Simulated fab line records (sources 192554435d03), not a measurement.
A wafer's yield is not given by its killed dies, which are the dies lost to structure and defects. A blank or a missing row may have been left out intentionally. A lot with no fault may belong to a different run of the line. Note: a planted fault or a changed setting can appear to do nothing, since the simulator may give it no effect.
Split-lot trial ; flow n5 finfet ; 7 lots, 21 wafers read, on a route of 1938 steps

## THE SPLIT
At N5_MOL_CONTACT_COAG_CONTACT_ETCH_14 (etches SiO2 in C4F6/O2, target depth 27.5 nm, overetch 8.5 nm, time 20 s), the setting source w was moved away from the recipe's 370 W on 7 of the 21 wafers read, by -11.2% to -5.2%. The other wafers ran this setting at the recipe's value.

The reading comes from the split's own step.

## THE READING
rf vpp V, in V, at N5_MOL_CONTACT_COAG_CONTACT_ETCH_14 (etches SiO2 in C4F6/O2, target depth 27.5 nm, overetch 8.5 nm, time 20 s). On this fab line, fault-free wafers typically give 693 V with a standard deviation of 3.3 V.

wafer;tool, chamber at the split;source w as run, W;against the recipe;rf vpp V, V;against lot-mates on the recipe
L074.2;rie diel-05, 2;370;recipe;692;-
L074.3;rie diel-05, 0;370;recipe;691;-
L074.4;rie diel-05, 2;331.9;-10.3%;710;+18
L076.3;rie diel-05, 2;370;recipe;693;-
L076.4;rie diel-05, 2;370;recipe;691;-
L076.6;rie diel-05, 1;370;recipe;696;-
L080.3;rie diel-05, 1;370;recipe;696;-
L080.4;rie diel-05, 2;336.8;-9.0%;705;+9
L080.5;rie diel-05, 0;336.8;-9.0%;712;+16
L085.3;rie diel-01, 0;370;recipe;693;-
L085.4;rie diel-01, 2;370;recipe;689;-
L085.5;rie diel-01, 2;370;recipe;690;-
L088.4;rie diel-06, 3;350.6;-5.2%;705;+7
L088.5;rie diel-06, 2;350.6;-5.2%;702;+4
L088.6;rie diel-06, 1;370;recipe;698;-
L091.1;rie diel-06, 1;370;recipe;698;-
L091.2;rie diel-06, 0;370;recipe;697;-
L091.6;rie diel-06, 2;370;recipe;692;-
L093.2;rie diel-06, 1;370;recipe;698;-
L093.3;rie diel-06, 3;328.6;-11.2%;721;+23
L093.5;rie diel-06, 3;328.6;-11.2%;720;+22

FIT RESULTS
A straight line over all 21 wafers: rf vpp V changes by -1.98 V for each +1% of source w; r = -0.93; the points scatter about the line by 3.6 V.
The same after taking each lot's own level away (the mean of its wafers on the recipe; 21 wafers): -1.74 V for each +1%; r = -0.95; scatter 2.7 V.
Per that fit: largest source w move, reading shift of 19 V.
The span of the lots' own levels, 690.7 to 698.0 V, comes to 2.2 times the standard deviation stated above.
Hence the slope depends on the lot-to-lot level, as the two fits are not the same.
Check: with one of the wafers moved furthest among these (-11.2%) left out of the fit, the line predicts +18 V for it against its lot-mates. Against them it came out at +23 V.
Tool readings at the split's step, against how far the setting was moved: rf vpp V r = -0.93.

## THESE WAFERS: OTHER SPLITS
These wafers also went through other splits before the reading. Each is held against what the fit with the lots' levels taken away leaves over:
other split on the same wafers;wafers away from the commonest value;r with rf vpp V (lot level and that fit taken away)
N5_HKMG_FIN_ETCH_86 target depth a;7;+0.03

## FILE'S OWN FIT
rf vpp V changes by -1.72 V for each +1% of source w, r = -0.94.
